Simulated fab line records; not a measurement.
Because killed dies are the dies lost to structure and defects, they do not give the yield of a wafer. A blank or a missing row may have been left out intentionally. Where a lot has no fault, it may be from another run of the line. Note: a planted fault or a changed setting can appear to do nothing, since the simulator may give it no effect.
Matching of chambers / flow nandHarc / 4 sister chambers for NHARC_THIN_TSV_ETCH_15 on rieSi-02
The step target depth 3000 nm, bosch target overetch cycles 2, bosch etch step 2.8 s. 7 wafers are shown with their chamber, then 7 later ones without.

## WAFERS, EACH WITH ITS CHAMBER
wafer=L914.2; chamber=1; drypumpMotorCurrentA (A)=5.3
wafer=L920.4; chamber=2; drypumpMotorCurrentA (A)=6.0
wafer=L922.2; chamber=3; drypumpMotorCurrentA (A)=4.9
wafer=L922.4; chamber=0; drypumpMotorCurrentA (A)=5.1
wafer=L922.5; chamber=2; drypumpMotorCurrentA (A)=6.0
wafer=L924.2; chamber=0; drypumpMotorCurrentA (A)=5.2
wafer=L924.4; chamber=3; drypumpMotorCurrentA (A)=5.0

## WAFERS WHOSE CHAMBER IS MISSING
wafer=L924.5; drypumpMotorCurrentA (A)=5.2
wafer=L926.1; drypumpMotorCurrentA (A)=5.2
wafer=L926.5; drypumpMotorCurrentA (A)=5.2
wafer=L926.6; drypumpMotorCurrentA (A)=5.3
wafer=L935.2; drypumpMotorCurrentA (A)=5.2
wafer=L935.3; drypumpMotorCurrentA (A)=5.3
wafer=L935.5; drypumpMotorCurrentA (A)=5.1

## THE CHAMBER EACH PASSED THROUGH
wafer=L924.5; from the rows above=can't be placed: 0 or 1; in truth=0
wafer=L926.1; from the rows above=can't be placed: 0 or 1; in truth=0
wafer=L926.5; from the rows above=can't be placed: 0 or 1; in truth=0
wafer=L926.6; from the rows above=1; in truth=1
wafer=L935.2; from the rows above=can't be placed: 0 or 1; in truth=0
wafer=L935.3; from the rows above=1; in truth=1
wafer=L935.5; from the rows above=can't be placed: 0 or 3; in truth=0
Placed correctly: 2 of 7. Cannot be placed on the basis of these rows: 5; the candidates contain the true chamber in 5. 0 placed wrongly.
How it was worked out, from the rows above alone: a wafer's distance from a chamber is the root of the sum, over the readings, of the square of ((its reading less the chamber's mean) divided by the reading's scatter). The wafer belongs to the nearest chamber; if the next one is less than 2 further off, it can't be placed. For every chamber, the mean is computed from those of its wafers that are shown. The scatter: the root of (the sum of the squares of (reading less its chamber's mean) over the shown wafers, divided by (wafers less chambers)).
